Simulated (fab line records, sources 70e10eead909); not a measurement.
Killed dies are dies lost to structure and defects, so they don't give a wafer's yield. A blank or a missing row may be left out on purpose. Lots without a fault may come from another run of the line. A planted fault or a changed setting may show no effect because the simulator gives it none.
fab line records | flow nand_harc
record lots=6 wafers=18 last_day=34
route steps=1302 shown A_SGD_CUT@916 A_SLIT@922 END@1302
lots that met no fault: from a run of the same line without faults
start_h: hours from the record's first day to the start of the lot's first wafer shown | wait_h: hours since the lot's step before | " the same as in the row above | L1.1+2: a row that stands for several wafers | - no value, or no start given | * or withheld: withheld | < > ~ a bound
route shown NAME@n: a module of which the file shows steps, and the number in the route of the first | usual: mean/standard deviation of fault-free wafers | same: alike in all rows | chamber/n: place in a boat | sites: the reading at each site | _std_site: their standard deviation | _edge_site: outer sites' mean less inner sites' | radius_mm: how far each site lies from the wafer's centre | mask NAME#n: copy n | behind: the tool/chamber that last shaped the wafer | hold: why the lot was held/for how many hours/how that ended | device: the transistor (n, p or np) that didn't switch | end of line: the same wafers' tests at the end of the route | a step without rows: its recipe alone | killed: dies lost to structure and defects at the first sort, not the wafer's yield | map: a wafer's dies, x killed, . not, _ none there
set.NAME: the setting as run; set.NAME@STEP: as run at that earlier step | model.NAME: the simulator's own value behind a step, which no gauge read
lots at some steps of the route; a table a step, a row a wafer
services: from which hour (start_h, from the record's first day; less than 0 if before it) a tool's chamber was out of use, for how many hours, and why
## steps
# step NHARC_A_SGD_CUT_THK_MEAS_22
# recipe thk_meas_gauge=ellipsometry
# usual thk_nm=147.6/1.8
# columns lot.wafer tool chamber start_h wait_h thk_nm
L167.3 film_metro-02 - 495.00 0.2 147.9
L167.4 " - " " 145.4
L167.5 " - " " 145.0
L170.3 film_metro-01 - 532.67 0.2 147.9
L170.5 " - " " 150.5
L170.6 " - " " 149.5
L171.1 film_metro-02 - 543.91 0.2 149.8
L171.3 " - " " 147.9
L171.6 " - " " 149.0
L173.2 film_metro-02 - 551.63 0.2 148.6
L173.3 " - " " 149.2
L173.4 " - " " 149.4
L182.1 film_metro-01 - 632.82 0.2 145.9
L182.3 " - " " 147.4
L182.4 " - " " 148.0
L185.1 film_metro-02 - 676.30 0.2 145.6
L185.3 " - " " 151.1
L185.4 " - " " 149.2
# step NHARC_A_SGD_CUT_SRD_23
# step NHARC_A_SGD_CUT_ETCH_26
# recipe target_depth_a=458 chemistry=dHF material=SiO2
# step NHARC_A_SGD_CUT_ETCHBACK_24
# recipe target_depth_a=500 over_etch_frac=0.3 time_s=92.857 ion_energy_ev=120 ch3f_flow_sccm=50 o2_flow_sccm=30 ar_flow_sccm=200 rf_w=500 bias_w=100 chemistry=CH3F/O2
# usual drypump_motor_current_A=5.8/0.44 o2_flow_sccm=30.00/0.09 oes_product_au=0.97/0.035 rf_vpp_V=244.5/1.7 showerhead_plenum_p_Torr=2.48/0.1 throttle_valve_pct=20.664/0.008
# columns lot.wafer tool chamber start_h wait_h drypump_motor_current_A o2_flow_sccm oes_product_au rf_hours_counter_h rf_vpp_V showerhead_plenum_p_Torr throttle_valve_pct
L167.4 rie_diel-05 3 495.22 0.1 6.4 30.07 0.92 4 245.3 2.63 20.669
L167.3 " 1 " " 5.7 30.04 0.92 4 244.0 2.35 20.670
L167.5 " 3 " " 6.4 30.03 0.91 - 248.4 2.63 20.661
L170.3 rie_diel-05 2 532.93 0.2 5.2 29.97 0.93 7 243.7 2.51 20.659
L170.6 " 3 " " 6.4 29.99 0.92 - 247.5 2.63 20.670
L170.5 " 0 " " 5.0 29.81 0.94 - 244.4 2.45 20.679
L171.3 rie_diel-09 3 544.13 0.1 6.1 30.00 1.01 2 244.7 2.42 20.655
L171.1 " 0 " " 6.0 30.07 1.00 2 247.5 2.63 20.673
L171.6 " 3 " " 6.1 29.95 1.00 - 244.0 2.42 20.659
L173.4 rie_diel-11 0 551.86 0.1 6.5 29.93 0.99 10 245.6 2.56 20.677
L173.2 " 1 " " 6.2 30.09 0.99 10 241.2 2.28 20.662
L173.3 " 2 " " 5.6 30.10 1.00 10 243.4 2.48 20.675
L182.1 rie_diel-05 0 633.04 0.2 5.0 29.98 0.93 1 244.7 2.45 20.667
L182.3 " 2 " " 5.2 30.07 0.93 1 244.1 2.51 20.648
L182.4 " 3 " " 6.4 29.95 0.93 1 246.6 2.63 20.650
L185.3 rie_diel-05 2 676.55 0.2 5.2 29.98 1.02 3 244.9 2.51 20.676
L185.1 " 0 " " 5.0 30.07 1.00 4 244.6 2.45 20.657
L185.4 " 0 " " 5.0 29.98 1.01 - 243.2 2.45 20.655
# step NHARC_A_SGD_CUT_STRIP_28
# recipe time_s=20 o2_flow_sccm=500 ar_flow_sccm=0 bias_w=0 chemistry=O2
# usual drypump_motor_current_A=5.8/0.44 o2_flow_sccm=500.1/1.6 oes_product_au=1.003/0.011 rf_vpp_V=58.0/0.85 showerhead_plenum_p_Torr=3.55/0.14 throttle_valve_pct=17.037/0.0096
# columns lot.wafer tool chamber start_h wait_h drypump_motor_current_A o2_flow_sccm oes_product_au rf_hours_counter_h rf_vpp_V showerhead_plenum_p_Torr throttle_valve_pct
L167.4 rie_diel-05 1 - - 5.7 499.8 0.992 4 57.4 3.37 17.055
L167.3 " 2 " " 5.2 501.7 0.997 4 57.9 3.60 17.046
L167.5 " 0 " " 5.0 497.9 1.006 - 57.5 3.51 17.033
L170.3 rie_diel-05 1 - - 5.7 501.6 0.989 6 57.1 3.37 17.032
L170.6 " 1 " " 5.7 502.2 0.985 - 56.3 3.37 17.062
L170.5 " 2 " " 5.2 499.1 0.987 - 58.4 3.60 17.040
L171.1 rie_diel-09 0 - - 6.0 500.2 1.011 2 58.4 3.77 17.022
L171.3 " 1 " " 5.9 500.4 0.995 3 57.9 3.61 17.044
L171.6 " 2 " " 5.8 502.1 1.024 - 56.9 3.60 17.028
L173.3 rie_diel-11 2 - - 5.5 498.3 1.005 10 58.8 3.55 17.043
L173.2 " 3 " " 5.9 500.6 1.006 10 57.9 3.43 17.046
L173.4 " 0 " " 6.5 499.1 0.999 10 54.4 3.66 17.044
L182.1 rie_diel-05 3 - - 6.4 499.9 1.005 1 58.7 3.77 17.033
L182.3 " 0 " " 5.1 498.0 1.019 1 58.0 3.51 17.034
L182.4 " 1 " " 5.7 500.5 1.008 1 58.6 3.37 17.025
L185.3 rie_diel-05 2 676.70 0.1 5.2 497.9 1.002 3 57.3 3.60 17.032
L185.1 " 1 " " 5.7 499.5 1.012 3 58.0 3.37 17.037
L185.4 " 0 " " 5.0 500.4 1.008 - 58.3 3.51 17.025
# step NHARC_A_SGD_CUT_INSPECT_25
# usual raw_defect_count=397/96
# columns lot.wafer tool chamber start_h wait_h raw_defect_count
L167.3 defect_inspect-01 - 495.47 - 363
L167.4 " - " " 454
L167.5 " - " " 420
L170.3 defect_inspect-01 - 533.13 - 409
L170.5 " - " " 369
L170.6 " - " " 424
L171.1 defect_inspect-01 - 544.37 - 355
L171.3 " - " " 528
L171.6 " - " " 320
L173.2 defect_inspect-02 - 552.11 - 318
L173.3 " - " " 339
L173.4 " - " " 363
L182.1 defect_inspect-01 - 633.28 - 290
L182.3 " - " " 446
L182.4 " - " " 369
L185.1 defect_inspect-02 - 676.81 - 434
L185.3 " - " " 314
L185.4 " - " " 456
# step NHARC_A_SLIT_DEP_25
# recipe target_thk_a=2000 temp_c=400 pressure_torr=6.5 rf_w=900 teos_flow_sccm=161.4 flow_sccm=2650 target_thk_nm=200 gas=O2 material=SiO2
# usual heater_power_w=552/88 throttle_valve_pct=15.9/0.41
# columns lot.wafer tool chamber start_h wait_h heater_power_w throttle_valve_pct
L167.3 pecvd-02 1 495.53 0.1 678 15.8
L167.5 " 1 " " 691 15.5
L167.4 " 2 " " 504 16.6
L170.3 pecvd-02 0 533.28 0.1 471 15.9
L170.6 " 2 " " 524 16.5
L170.5 " 0 " " 477 15.6
L171.3 pecvd-03 1 544.44 0.1 381 15.8
L171.1 " 0 " " 443 16.2
L171.6 " 1 " " 370 15.3
L173.2 pecvd-01 1 552.17 0.1 602 15.6
L173.3 " 0 " " 599 15.9
L173.4 " 1 " " 599 15.5
L182.3 pecvd-02 2 633.39 0.1 525 16.5
L182.1 " 0 " " 604 15.8
L182.4 " 2 " " 537 16.2
L185.1 pecvd-03 1 676.88 0.1 444 15.9
L185.3 " 2 " " 593 15.4
L185.4 " 2 " " 602 15.3
# step NHARC_A_SLIT_DEP_00
# recipe target_thk_a=62000 temp_c=400 material=aC
# usual throttle_valve_pct=35.001/0.0089
# columns lot.wafer tool chamber start_h wait_h throttle_valve_pct
L167.3 acl_dep-02 0 497.12 - 34.999
L167.4 " 0 " " 35.010
L167.5 " 0 " " 34.997
L170.3 acl_dep-02 0 534.79 - 34.996
L170.5 " 0 536.04 - 35.012
L170.6 " 0 " " 34.983
L171.1 acl_dep-02 0 545.30 - 34.997
L171.3 " 0 546.56 - 34.997
L171.6 " 0 548.46 - 34.997
L173.2 acl_dep-03 0 555.54 - 34.999
L173.3 " 0 " " 34.988
L173.4 " 0 " " 34.989
L182.1 acl_dep-03 0 636.77 - 35.032
L182.3 " 0 638.05 - 35.015
L182.4 " 0 " " 34.995
L185.1 acl_dep-02 0 682.78 - 35.002
L185.3 " 0 684.03 - 34.994
L185.4 " 0 " " 35.005
# step NHARC_A_SLIT_DEP_23
# recipe target_thk_a=1000 target_thk_nm=100 temp_c=400 pressure_torr=3.5 flow_sccm=200 rf_w=350 material=SiON
# usual heater_power_w=740/84
# columns lot.wafer tool chamber start_h wait_h heater_power_w
L167.3 pecvd-03 1 499.70 2.0 555
L167.4 " 2 " " 865
L167.5 " 0 " " 658
L170.3 pecvd-01 2 537.41 2.0 819
L170.6 " 2 " " 839
L170.5 " 0 " " 741
L171.3 pecvd-01 2 549.16 2.0 840
L171.1 " 0 " " 750
L171.6 " 2 " " 671
L173.2 pecvd-01 2 558.67 2.5 760
L173.3 " 1 " " 764
L173.4 " 1 " " 740
L182.1 pecvd-01 2 640.67 3.3 837
L182.3 " 0 " " 782
L182.4 " 0 " " 781
L185.1 pecvd-03 0 686.54 3.1 662
L185.3 " 0 " " 671
L185.4 " 2 " " 827
# step NHARC_A_SLIT_DEHYDRATE_01
# recipe temp_c=150 time_s=120
# step NHARC_A_SLIT_HMDS_02
# recipe time_s=30
# step NHARC_A_SLIT_COAT_03
# recipe spin_rpm=1500 resist_thk_nm=90
# step NHARC_A_SLIT_SOFTBAKE_04
# recipe temp_c=105 time_s=55
# usual heater_power_total_W=188.47/0.14 resist_line_temp_C=23.00/0.1
# columns lot.wafer tool chamber start_h wait_h heater_power_total_W resist_line_temp_C
L167.3 litho_track-06 0 499 - 188.39 22.89
L167.4 " 0 " " 188.46 23.18
L167.5 " 0 " " 188.47 23.00
L170.3 litho_track-06 0 537 - 226.06 23.02
L170.5 " 0 " " 226.26 23.18
L170.6 " 0 " " 226.13 22.96
L171.1 litho_track-06 0 549 - 226.29 23.10
L171.3 " 0 " " 226.13 23.12
L171.6 " 0 " " 226.23 22.98
L173.2 litho_track-01 0 558 - 188.44 23.03
L173.3 " 0 " " 188.47 23.12
L173.4 " 0 " " 188.24 23.00
L182.1 litho_track-04 0 640 - 188.56 22.88
L182.3 " 0 " " 188.28 23.05
L182.4 " 0 " " 188.48 23.16
L185.1 litho_track-06 0 686 - 188.45 22.98
L185.3 " 0 " " 188.31 22.94
L185.4 " 0 " " 188.47 22.96
# step NHARC_A_SLIT_EBR_05
# step NHARC_END_SORT_01
# recipe temp_c=25
# usual killed_at_array=58/19 killed_at_other=1.1/1.2 killed_at_periphery=3.8/2.4 killed_dies=63/18 killed_open=3.3/1.8 killed_short=2.2/1.6
# same gross_dies=677
# columns lot.wafer tool chamber start_h wait_h killed_at_array killed_at_other killed_at_periphery killed_dies killed_open killed_short
L170.3 prober-02 0 651.77 3.1 53 4 2 59 3 3
L170.5 prober-02 0 653.38 3.7 55 2 3 60 3 2
L170.6 prober-02 0 654.19 4.0 48 1 5 54 5 1
# killed by level:class
L170.3 A_CHANNEL_HOLE_D1:chamber_film_flake=25 A_CHANNEL_HOLE_D2:chamber_film_flake=21 HYBRID_BOND:chamber_film_flake=2 P_CONTACT:geometric_particle:open=1 P_M0:geometric_particle:open=1 A_ONON_D1:geometric_particle:open=1 A_ONON_D1:geometric_particle:short=1 A_WL_FILL:geometric_particle:short=1
L170.5 A_CHANNEL_HOLE_D1:chamber_film_flake=30 A_CHANNEL_HOLE_D2:chamber_film_flake=15 P_GATE:chamber_film_flake=3 A_CONTACT:chamber_film_flake=3 THIN_TSV:chamber_film_flake=2 A_BONDPAD:chamber_film_flake=2 A_CHANNEL_FILL_D1:geometric_particle:short=1 A_DECK1_JOINT:geometric_particle:short=1
L170.6 A_CHANNEL_HOLE_D1:chamber_film_flake=27 A_CHANNEL_HOLE_D2:chamber_film_flake=13 A_CONTACT:chamber_film_flake=3 P_CONTACT:geometric_particle:open=2 A_M0:geometric_particle:open=2 P_STI:chamber_film_flake=2 A_ONON_D2:geometric_particle:open=1 STARTING-WAFER:geometric_particle:short=1
## services
# columns tool chamber start_h hours kind
acl_dep-03 - 487.04 13.0 pm
pecvd-01 - 492.45 13.0 pm
rie_diel-09 - 497.10 9.0 pm
litho_track-01 - 505.00 7.0 pm
rie_diel-05 3 510.21 2.0 repair
litho_track-06 - 529.00 7.0 pm
pecvd-01 0 532.05 4.3 repair
pecvd-01 1 537.21 3.5 repair
pecvd-03 - 547.14 13.0 pm
litho_track-04 - 553.00 7.0 pm
rie_diel-09 2 560.18 3.9 repair
rie_diel-09 0 562.01 16.5 repair
acl_dep-02 - 567.39 4.6 repair
pecvd-02 0 580.97 14.6 repair
rie_diel-05 - 583.60 9.0 pm
pecvd-02 - 589.33 13.0 pm
rie_diel-11 - 609.50 9.0 pm
acl_dep-02 - 609.59 13.0 pm
rie_diel-09 0 664.18 1.8 repair
acl_dep-03 - 666.50 4.7 repair
pecvd-01 - 673.45 13.0 pm
rie_diel-05 3 673.86 6.8 repair
rie_diel-09 - 674.10 9.0 pm
pecvd-03 1 682.11 12.9 repair
## key
first_sign step=NHARC_A_SLIT_SOFTBAKE_04 reading=heater_power_total_W direction=up sigmas=99+ usual=* struck=*
effect none on later readings
met_at NHARC_A_SLIT_SOFTBAKE_04
struck_wafers L170.3,L170.5,L170.6,L171.1,L171.3,L171.6
tester_left_out L170,L171
onset_between 499 537
fault kind=process_parameter_drift tool=litho_track-06 chamber=- onset_h=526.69 steps=NHARC_A_SLIT_SOFTBAKE_04 channel=time_s offset=* shape=step end_h=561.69 acts_in=* stated=*
# tester_left_out: of these lots the tester's yield and bins aren't shown, on N5 and GAA mostly nor the transistor test; their killed dies are dies lost to structure and defects alone, not to doping, threshold or leakage, so they don't give the yield
